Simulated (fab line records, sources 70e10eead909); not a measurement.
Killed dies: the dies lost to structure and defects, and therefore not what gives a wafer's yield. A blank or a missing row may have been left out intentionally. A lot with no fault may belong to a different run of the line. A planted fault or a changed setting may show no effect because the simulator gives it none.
fab line records | flow nand_harc
record: lots: 6 | wafers: 18 | last_day: 33
route steps=1302 shown P_GATE@206 P_CONTACT@217 END@1302
lots with no fault: from the same line, run without faults
start_h: hours from the record's first day to the start of the lot's first wafer shown | wait_h: hours from the lot's prior step to this one | " same as the row above | L1.1+2: a row that stands for several wafers | - no value, or no start given | * or withheld: withheld | < > ~ a bound
route shown NAME@n: NAME is a module with steps in the file, n the number in the route of the first one | usual: the fault-free wafers' mean and standard deviation | same: alike in all rows | chamber/n: place in a boat | sites: per-site readings | _std_site: the values' standard deviation | _edge_site: mean of outer sites minus mean of inner sites | radius_mm: how far each site lies from the wafer's centre | mask NAME#n: copy n | behind: the tool/chamber that last shaped the wafer | hold: reason for holding the lot/hours on hold/outcome of the hold | device: names the non-switching transistor (n, p or np) | end of line: at the end of the route, the tests of the same wafers | where a step has no rows: the recipe by itself | killed: the dies lost at the first sort to structure and to defects; this is not the yield of the wafer | map: a wafer's dies, x killed, . not, _ none there
set.NAME: the setting the step ran with; set.NAME@STEP: the setting that earlier step ran with | model.NAME: the simulator's own value behind a step, which no gauge read
a table for each step, a row for each wafer; lots at some steps of the route
services: when a tool's chamber went out of use (start_h, in hours from the record's first day, below 0 if earlier), for how many hours, and the reason
== steps ==
step: NHARC_P_GATE_STRIP_96
recipe: time_s: 900 | temp_c: 130 | chemistry: SPM
step: NHARC_P_GATE_RTA_64
recipe: temp_c: 1050 | time_s: 1
step: NHARC_P_GATE_ETCH_77
recipe: target_depth_a: 60 | chemistry: dHF | material: SiO2
step: NHARC_P_GATE_DEGAS_109
recipe: temp_c: 300 | time_s: 60
usual: heater_power_w: 477/48
lot.wafer | tool           | chamber | start_h | wait_h | heater_power_w
L442.4    | pvd_sputter-01 | -       | 121.83  | 0.1    | 487
L442.2    | "              | -       | "       | "      | 467
L442.3    | "              | -       | "       | "      | 516
L444.4    | pvd_sputter-01 | -       | 139.46  | 0.1    | 455
L444.1    | "              | -       | "       | "      | 507
L444.3    | "              | -       | "       | "      | 495
L446.2    | pvd_sputter-03 | -       | 161.71  | 0.1    | 511
L446.4    | "              | -       | "       | "      | 456
L446.1    | "              | -       | "       | "      | 471
L448.4    | pvd_sputter-03 | -       | 185.35  | 0.1    | 475
L448.6    | "              | -       | "       | "      | 496
L448.5    | "              | -       | "       | "      | 458
L460.2    | pvd_sputter-02 | -       | 311.13  | 0.1    | 437
L460.1    | "              | -       | "       | "      | 623
L460.4    | "              | -       | "       | "      | 458
L462.4    | pvd_sputter-01 | -       | 328.32  | 0.1    | 418
L462.3    | "              | -       | "       | "      | 466
L462.1    | "              | -       | "       | "      | 469
step: NHARC_P_GATE_PRE_CLEAN_110
recipe: time_s: 30 | bias_v: 200 | gas: Ar
step: NHARC_P_GATE_SPUTTER_78
recipe: target_thk_a: 100 | material: Ni
step: NHARC_P_GATE_SPUTTER_79
recipe: target_thk_a: 100 | material: TiN
step: NHARC_P_GATE_RTA_80
recipe: temp_c: 300 | time_s: 30
usual: anneal_temp_c_max: 301.4/0.35 | lamp_power_pct: 2.03/0.26 | lamp_zone_3_pct: 2.03/0.26 | wafer_temp_C_max: 301.8/0.73
lot.wafer | tool          | chamber | start_h | wait_h | anneal_temp_c_max | lamp_power_pct | lamp_zone_3_pct | wafer_temp_C_max
L442.2    | rtp_anneal-01 | 0       | 122.15  | -      | 301.5             | 2.29           | 2.29            | 300.7
L442.3    | "             | 0       | "       | "      | 302.1             | 2.29           | 2.29            | 300.9
L442.4    | "             | 0       | "       | "      | 301.2             | 2.29           | 2.29            | 300.8
L444.1    | rtp_anneal-01 | 0       | 139.76  | -      | 301.1             | 2.28           | 2.29            | 301.2
L444.3    | "             | 0       | "       | "      | 301.5             | 2.29           | 2.29            | 300.7
L444.4    | "             | 0       | "       | "      | 301.0             | 2.28           | 2.29            | 301.0
L446.1    | rtp_anneal-01 | 0       | 162.00  | -      | 301.2             | 2.28           | 2.28            | 301.0
L446.2    | "             | 0       | "       | "      | 300.9             | 2.29           | 2.28            | 301.5
L446.4    | "             | 0       | "       | "      | 301.6             | 2.28           | 2.28            | 301.4
L448.4    | rtp_anneal-02 | 0       | 185.72  | -      | 301.4             | 1.77           | 1.77            | 302.4
L448.5    | "             | 0       | "       | "      | 301.4             | 1.77           | 1.77            | 302.5
L448.6    | "             | 0       | "       | "      | 301.4             | 1.77           | 1.77            | 303.3
L460.1    | rtp_anneal-01 | 0       | 311.46  | -      | 301.5             | 2.28           | 2.29            | 300.8
L460.2    | "             | 0       | "       | "      | 301.2             | 2.29           | 2.29            | 301.2
L460.4    | "             | 0       | "       | "      | 301.3             | 2.29           | 2.29            | 301.4
L462.1    | rtp_anneal-02 | 0       | 328.61  | -      | 301.6             | 1.77           | 1.77            | 302.8
L462.3    | "             | 0       | "       | "      | 301.6             | 1.77           | 1.77            | 302.4
L462.4    | "             | 0       | "       | "      | 301.1             | 1.77           | 1.77            | 302.7
step: NHARC_P_GATE_STRIP_67
recipe: time_s: 600 | temp_c: 130 | chemistry: SPM
step: NHARC_P_GATE_RTA_82
recipe: temp_c: 450 | time_s: 30
usual: anneal_temp_c_max: 452.1/0.49 | lamp_power_pct: 4.0/0.5 | lamp_zone_3_pct: 4.0/0.5 | wafer_temp_C_max: 452.5/0.97
lot.wafer | tool          | chamber | start_h | wait_h | anneal_temp_c_max | lamp_power_pct | lamp_zone_3_pct | wafer_temp_C_max
L442.2    | rtp_anneal-01 | 0       | 122.64  | -      | 451.8             | 4.5            | 4.5             | 451.5
L442.3    | "             | 0       | "       | "      | 451.8             | 4.5            | 4.5             | 451.6
L442.4    | "             | 0       | "       | "      | 451.6             | 4.5            | 4.5             | 451.8
L444.1    | rtp_anneal-02 | 0       | 140.22  | -      | 452.6             | 3.5            | 3.5             | 454.7
L444.3    | "             | 0       | "       | "      | 452.3             | 3.5            | 3.5             | 453.0
L444.4    | "             | 0       | "       | "      | 452.6             | 3.5            | 3.5             | 454.1
L446.1    | rtp_anneal-02 | 0       | 162.47  | -      | 453.8             | 3.5            | 3.5             | 452.9
L446.2    | "             | 0       | "       | "      | 452.5             | 3.5            | 3.5             | 454.1
L446.4    | "             | 0       | "       | "      | 453.4             | 3.5            | 3.5             | 454.0
L448.4    | rtp_anneal-01 | 0       | 186.20  | -      | 451.7             | 4.5            | 4.5             | 451.4
L448.5    | "             | 0       | "       | "      | 452.0             | 4.5            | 4.5             | 451.6
L448.6    | "             | 0       | "       | "      | 452.5             | 4.5            | 4.5             | 451.1
L460.1    | rtp_anneal-02 | 0       | 311.91  | -      | 452.2             | 3.5            | 3.5             | 454.7
L460.2    | "             | 0       | "       | "      | 452.1             | 3.5            | 3.5             | 452.8
L460.4    | "             | 0       | "       | "      | 452.9             | 3.5            | 3.5             | 453.4
L462.1    | rtp_anneal-02 | 0       | 329.18  | -      | 452.3             | 3.5            | 3.5             | 452.9
L462.3    | "             | 0       | "       | "      | 452.6             | 3.5            | 3.5             | 453.3
L462.4    | "             | 0       | "       | "      | 451.8             | 3.5            | 3.5             | 452.9
step: NHARC_P_GATE_INSPECT_68
usual: raw_defect_count: 201/80
lot.wafer | tool              | chamber | start_h | wait_h | raw_defect_count
L442.2    | defect_inspect-02 | -       | 122.82  | 0.1    | 224
L442.3    | "                 | -       | "       | "      | 215
L442.4    | "                 | -       | "       | "      | 185
L444.1    | defect_inspect-01 | -       | 140.42  | 0.2    | 327
L444.3    | "                 | -       | "       | "      | 254
L444.4    | "                 | -       | "       | "      | 330
L446.1    | defect_inspect-01 | -       | 162.66  | 0.2    | 322
L446.2    | "                 | -       | "       | "      | 127
L446.4    | "                 | -       | "       | "      | 189
L448.4    | defect_inspect-01 | -       | 186.31  | 0.1    | 147
L448.5    | "                 | -       | "       | "      | 118
L448.6    | "                 | -       | "       | "      | 101
L460.1    | defect_inspect-01 | -       | 312.11  | 0.2    | 143
L460.2    | "                 | -       | "       | "      | 191
L460.4    | "                 | -       | "       | "      | 155
L462.1    | defect_inspect-02 | -       | 329.38  | 0.2    | 217
L462.3    | "                 | -       | "       | "      | 393
L462.4    | "                 | -       | "       | "      | 255
step: NHARC_P_CONTACT_DEP_30
recipe: target_thk_a: 300 | temp_c: 400 | target_thk_nm: 30 | flow_sccm: 200 | rf_w: 450 | material: SiNx
usual: heater_power_outer_w: 435/67 | heater_power_w: 722/110 | rf_fwd_power_W: 448.7/1.3
lot.wafer | tool     | chamber | start_h | wait_h | heater_power_outer_w | heater_power_w | rf_fwd_power_W
L442.3    | pecvd-02 | 2       | 122.89  | 0.1    | 458                  | 726            | 446.2
L442.2    | "        | 1       | "       | "      | 479                  | 785            | 450.4
L442.4    | "        | 1       | "       | "      | 483                  | 787            | 450.3
L444.1    | pecvd-02 | 1       | 140.69  | 0.3    | 563                  | 905            | 449.5
L444.3    | "        | 2       | "       | "      | 399                  | 644            | 448.2
L444.4    | "        | 1       | "       | "      | 545                  | 879            | 449.7
L446.1    | pecvd-02 | 2       | 162.74  | 0.1    | 455                  | 687            | 449.2
L446.2    | "        | 0       | "       | "      | 373                  | 587            | 446.9
L446.4    | "        | 2       | "       | "      | 460                  | 707            | 446.8
L448.6    | pecvd-01 | 1       | 186.50  | 0.2    | 434                  | 746            | 450.0
L448.4    | "        | 2       | "       | "      | 296                  | 527            | 447.5
L448.5    | "        | 0       | "       | "      | 504                  | 833            | 450.1
L460.1    | pecvd-04 | 2       | 312.23  | 0.1    | 392                  | 678            | 448.8
L460.2    | "        | 0       | "       | "      | 454                  | 725            | 447.0
L460.4    | "        | 2       | "       | "      | 396                  | 673            | 446.8
L462.1    | pecvd-04 | 1       | 329.45  | 0.1    | 487                  | 876            | 450.8
L462.3    | "        | 2       | "       | "      | 397                  | 696            | 448.8
L462.4    | "        | 1       | "       | "      | 487                  | 859            | 447.9
step: NHARC_P_CONTACT_DEP_00
recipe: target_thk_a: 5000 | temp_c: 400 | pressure_torr: 6.5 | rf_w: 900 | teos_flow_sccm: 161.4 | flow_sccm: 2650 | target_thk_nm: 500 | gas: O2 | material: SiO2
usual: heater_power_outer_w: 315/71 | heater_power_w: 560/110 | mfc_precursor_sccm: 161.3/0.5 | rf_fwd_power_W: 897.8/2.4 | showerhead_vpp_V: 1821/110 | throttle_valve_pct: 16.1/0.44
lot.wafer | tool     | chamber | start_h | wait_h | heater_power_outer_w | heater_power_w | mfc_precursor_sccm | rf_fwd_power_W | showerhead_vpp_V | throttle_valve_pct
L442.3    | pecvd-02 | 2       | 123.12  | -      | 353                  | 570            | 161.6              | 894.9          | 1763             | 16.4
L442.2    | "        | 1       | "       | "      | 341                  | 588            | 161.6              | 900.9          | 1680             | 16.2
L442.4    | "        | 1       | "       | "      | 375                  | 635            | 161.0              | 898.9          | 1691             | 15.5
L444.1    | pecvd-02 | 1       | 140.92  | -      | 225                  | 431            | 161.3              | 1260.7         | 1993             | 15.8
L444.3    | "        | 2       | "       | "      | 178                  | 365            | 161.9              | 1261.4         | 2195             | 16.6
L444.4    | "        | 1       | "       | "      | 259                  | 474            | 161.6              | 1259.0         | 1974             | 15.8
L446.1    | pecvd-02 | 2       | 162.97  | -      | 159                  | 320            | 160.6              | 1256.3         | 2165             | 16.6
L446.2    | "        | 0       | "       | "      | 156                  | 289            | 161.2              | 1257.5         | 2250             | 16.2
L446.4    | "        | 2       | "       | "      | 187                  | 358            | 160.9              | 1260.4         | 2150             | 16.4
L448.6    | pecvd-01 | 1       | 186.74  | -      | 325                  | 596            | 161.9              | 895.0          | 1773             | 15.7
L448.4    | "        | 2       | "       | "      | 147                  | 331            | 160.5              | 899.9          | 1840             | 15.5
L448.5    | "        | 0       | "       | "      | 432                  | 766            | 161.7              | 895.2          | 1903             | 16.4
L460.1    | pecvd-04 | 2       | 312.46  | -      | 302                  | 562            | 161.0              | 897.0          | 1993             | 16.4
L460.2    | "        | 0       | "       | "      | 329                  | 569            | 161.0              | 895.4          | 1920             | 15.6
L460.4    | "        | 2       | "       | "      | 315                  | 585            | 161.3              | 896.9          | 1964             | 16.7
L462.1    | pecvd-04 | 1       | 329.69  | -      | 377                  | 716            | 161.3              | 898.8          | 1586             | 16.4
L462.3    | "        | 2       | "       | "      | 318                  | 576            | 162.2              | 895.0          | 1955             | 16.5
L462.4    | "        | 1       | "       | "      | 394                  | 712            | 161.0              | 899.3          | 1597             | 16.7
step: NHARC_P_CONTACT_CMP_01
recipe: target_thk_nm: 200 | material: SiO2
usual: motor_current_A: 11.4/0.99
lot.wafer | tool   | chamber | start_h | wait_h | motor_current_A
L442.3    | cmp-04 | 1       | 123.62  | -      | 11.4
L442.2    | "      | 2       | "       | "      | 12.5
L442.4    | "      | 3       | "       | "      | 10.8
L444.1    | cmp-04 | 1       | 141.40  | -      | 11.9
L444.4    | "      | 2       | "       | "      | 12.1
L444.3    | "      | 3       | "       | "      | 10.4
L446.2    | cmp-01 | 3       | 163.45  | -      | 11.0
L446.1    | "      | 0       | "       | "      | 11.7
L446.4    | "      | 2       | "       | "      | 10.4
L448.4    | cmp-04 | 2       | 187.17  | -      | 12.8
L448.6    | "      | 0       | "       | "      | 10.6
L448.5    | "      | 1       | "       | "      | 12.2
L460.1    | cmp-04 | 3       | 312.92  | -      | 11.6
L460.2    | "      | 0       | "       | "      | 9.8
L460.4    | "      | 1       | "       | "      | 11.6
L462.4    | cmp-04 | 2       | 330.19  | -      | 12.2
L462.1    | "      | 3       | "       | "      | 10.5
L462.3    | "      | 0       | "       | "      | 10.0
step: NHARC_END_SORT_01
recipe: temp_c: 25
usual: killed_at_array: 62/15 | killed_at_other: 0.8/1 | killed_at_periphery: 3.7/2.6 | killed_dies: 66/15 | killed_open: 3.1/1.8 | killed_short: 2.6/1.7
same: gross_dies: 677
lot.wafer | tool      | chamber | start_h | wait_h | killed_at_array | killed_at_other | killed_at_periphery | killed_dies | killed_open | killed_short
L448.4    | prober-02 | 0       | 642.01  | 3.4    | 42              | 1               | 2                   | 45          | 5           | 2
L448.5    | prober-02 | 0       | 642.82  | 3.7    | 37              | 2               | 4                   | 43          | 3           | 2
L448.6    | prober-02 | 0       | 643.63  | 4.1    | 44              | 0               | 1                   | 45          | 2           | 1
killed by level:class
L448.4 A_CHANNEL_HOLE_D2:chamber_film_flake=10 A_STAIRCASE:chamber_film_flake=8 A_CHANNEL_HOLE_D1:chamber_film_flake=7 A_CONTACT:chamber_film_flake=6 A_CONTACT:geometric_particle:open=2 A_ONON_D1:geometric_particle:short=1 A_ONON_D2:geometric_particle:short=1 A_ONON_D2:geometric_particle:open=1
L448.5 A_CHANNEL_HOLE_D2:chamber_film_flake=12 A_CHANNEL_HOLE_D1:chamber_film_flake=9 A_STAIRCASE:chamber_film_flake=4 A_CONTACT:chamber_film_flake=4 A_SGD_CUT:geometric_particle:short=2 P_STI:chamber_film_flake=2 P_GATE:chamber_film_flake=2 THIN_TSV:chamber_film_flake=2
L448.6 A_CHANNEL_HOLE_D2:chamber_film_flake=17 A_STAIRCASE:chamber_film_flake=6 A_CHANNEL_HOLE_D1:chamber_film_flake=5 A_CONTACT:chamber_film_flake=5 A_CHANNEL_FILL_D2:chamber_film_flake=2 A_WL_FILL:chamber_film_flake=2 A_DECK1_JOINT:geometric_particle:open=1 A_CHANNEL_FILL_D2:geometric_particle:open=1
== services ==
tool           | chamber | start_h | hours | kind
cmp-04         | -       | 112.51  | 4.0   | pm
pvd_sputter-02 | -       | 112.78  | 10.0  | pm
pecvd-01       | -       | 130.00  | 13.0  | pm
pvd_sputter-03 | -       | 143.57  | 1.6   | repair
pvd_sputter-03 | -       | 170.00  | 10.0  | pm
pecvd-02       | 0       | 172.39  | 6.7   | repair
cmp-01         | -       | 185.50  | 4.0   | pm
pecvd-04       | -       | 201.76  | 0.9   | repair
cmp-04         | -       | 202.21  | 1.0   | repair
cmp-04         | -       | 210.51  | 4.0   | pm
cmp-04         | -       | 216.85  | 1.9   | repair
pvd_sputter-01 | -       | 218.39  | 4.0   | repair
cmp-04         | -       | 219.82  | 3.1   | repair
pvd_sputter-01 | -       | 225.48  | 2.7   | repair
pecvd-02       | -       | 227.49  | 13.0  | pm
pvd_sputter-01 | -       | 228.22  | 10.0  | pm
cmp-04         | -       | 228.29  | 3.6   | repair
cmp-04         | -       | 246.26  | 2.4   | repair
cmp-04         | -       | 250.94  | 1.8   | repair
pecvd-04       | -       | 276.10  | 13.0  | pm
pecvd-04       | -       | 302.30  | 1.9   | repair
cmp-04         | -       | 308.51  | 4.0   | pm
pecvd-01       | -       | 311.00  | 13.0  | pm
pecvd-04       | -       | 315.63  | 1.8   | repair
== key ==
first_sign: step: NHARC_P_CONTACT_DEP_00 | reading: rf_fwd_power_W | direction: up | sigmas: 99+ | usual: * | struck: *
effect: step: NHARC_P_CONTACT_DEP_00 | reading: showerhead_vpp_V | direction: up | sigmas: 2.7 | usual: 1821 | struck: 2121
met_at NHARC_P_CONTACT_DEP_00
struck_wafers L444.1,L444.3,L444.4,L446.1,L446.2,L446.4
tester_left_out L444,L446
onset_between 123.12 140.92
fault: kind: process_parameter_drift | tool: pecvd-02 | chamber: - | onset_h: 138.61 | steps: NHARC_P_CONTACT_DEP_00 | channel: rf_w | offset: * | shape: step | end_h: 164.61 | acts_in: * | stated: *
tester_left_out: of these lots the tester's yield and bins aren't shown, on N5 and GAA mostly nor the transistor test; their killed dies are dies lost to structure and defects alone, not to doping, threshold or leakage, so they don't give the yield
